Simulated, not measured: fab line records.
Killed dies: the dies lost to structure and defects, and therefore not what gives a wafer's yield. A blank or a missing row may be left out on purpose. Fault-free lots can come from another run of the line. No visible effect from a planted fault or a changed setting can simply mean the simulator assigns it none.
Chamber matching ; flow n5_finfet ; N5_BEOL_M7_CURE_75 on uv_cure-02 has 3 sister chambers
The step cures SiCOH lowk, time 120 s. 6 wafers are shown with their chamber, then 7 later ones without.

## WAFERS, EACH WITH ITS CHAMBER
wafer;chamber;wafer_temp_C_max;lamp_power_pct (%)
L075.3;0;371.9;52.23
L075.5;0;371.8;52.33
L086.4;2;372.3;52.25
L086.6;2;373.0;52.33
L089.4;1;370.8;52.36
L089.5;1;370.8;52.24

## WAFERS MISSING THEIR CHAMBER
wafer;wafer_temp_C_max;lamp_power_pct (%)
L089.6;370.8;52.33
L090.1;371.8;52.33
L090.2;373.3;52.36
L090.6;374.1;52.34
L092.1;370.9;52.33
L092.2;371.4;52.31
L092.6;371.4;52.35

## EACH ONE'S CHAMBER
wafer;from the rows above;in truth
L089.6;1;1
L090.1;0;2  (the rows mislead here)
L090.2;2;2
L090.6;2;2
L092.1;1;1
L092.2;can't be placed: 0 or 1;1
L092.6;can't be placed: 0 or 1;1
Placed correctly: 4 of 7. These rows do not allow placing 2 (true chamber among the candidates in 2). Wrongly placed: 1.
How it was worked out, from the rows above alone: a wafer's distance from a chamber is the root of the sum, over the readings, of the square of ((its reading less the chamber's mean) divided by the reading's scatter). The wafer belongs to the nearest chamber; if the next one is less than 2 further off, it can't be placed. For every chamber, the mean is computed from those of its wafers that are shown. The scatter is the square root of a quotient: the sum, over the shown wafers, of each reading's squared deviation from its chamber's mean, divided by wafers minus chambers.
